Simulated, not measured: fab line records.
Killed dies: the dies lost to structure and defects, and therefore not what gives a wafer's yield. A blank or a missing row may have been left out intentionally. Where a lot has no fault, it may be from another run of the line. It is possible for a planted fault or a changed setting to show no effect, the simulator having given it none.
Chamber matching :: flow n5_finfet :: N5_BEOL_M12_ILD_DEP_00 on pecvd-01: 3 sister chambers
The step deposits SiOC from DEMS/O2, target thk 658.92 nm, time 130.7 s. 3 wafers are shown with their chamber, then 12 later ones without.

== WAFERS PAIRED WITH THEIR CHAMBERS ==
wafer: L091.6
chamber: 0
showerhead_plenum_p_Torr (Torr): 5.705

wafer: L092.4
chamber: 1
showerhead_plenum_p_Torr (Torr): 5.689

wafer: L092.5
chamber: 2
showerhead_plenum_p_Torr (Torr): 5.703

== WAFERS WITH NO CHAMBER GIVEN ==
wafer: L094.1
showerhead_plenum_p_Torr (Torr): 5.698

wafer: L094.2
showerhead_plenum_p_Torr (Torr): 5.687

wafer: L094.3
showerhead_plenum_p_Torr (Torr): 5.716

wafer: L094.4
showerhead_plenum_p_Torr (Torr): 5.700

wafer: L094.5
showerhead_plenum_p_Torr (Torr): 5.707

wafer: L094.6
showerhead_plenum_p_Torr (Torr): 5.713

wafer: L093.2
showerhead_plenum_p_Torr (Torr): 5.686

wafer: L093.3
showerhead_plenum_p_Torr (Torr): 5.687

wafer: L093.6
showerhead_plenum_p_Torr (Torr): 5.709

wafer: L097.3
showerhead_plenum_p_Torr (Torr): 5.702

wafer: L097.4
showerhead_plenum_p_Torr (Torr): 5.697

wafer: L097.6
showerhead_plenum_p_Torr (Torr): 5.703

== WHICH CHAMBER EACH WENT THROUGH ==
wafer: L094.1
from the rows above: can't be placed: 2 or 0 or 1
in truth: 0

wafer: L094.2
from the rows above: 1
in truth: 1

wafer: L094.3
from the rows above: can't be placed: 0 or 2
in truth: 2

wafer: L094.4
from the rows above: can't be placed: 2 or 0 or 1
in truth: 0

wafer: L094.5
from the rows above: can't be placed: 0 or 2
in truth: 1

wafer: L094.6
from the rows above: can't be placed: 0 or 2
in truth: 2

wafer: L093.2
from the rows above: 1
in truth: 1

wafer: L093.3
from the rows above: 1
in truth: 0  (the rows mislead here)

wafer: L093.6
from the rows above: can't be placed: 0 or 2
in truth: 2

wafer: L097.3
from the rows above: can't be placed: 2 or 0
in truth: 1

wafer: L097.4
from the rows above: can't be placed: 2 or 0 or 1
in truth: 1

wafer: L097.6
from the rows above: can't be placed: 2 or 0
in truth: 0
Correct placement for 2 of the 12. From these rows, 9 cannot be placed; in 7 the true chamber is one of the candidates. Placed wrongly: 1.
How it was worked out, from the rows above alone: a wafer's distance from a chamber is the root of the sum, over the readings, of the square of ((its reading less the chamber's mean) divided by the reading's scatter). The wafer belongs to the nearest chamber; if the next one is less than 2 further off, it can't be placed. The mean given for a chamber averages the wafers shown for that chamber. The scatter: root of mean squared gap, hidden wafer to nearest shown wafer, with one shown wafer a chamber.
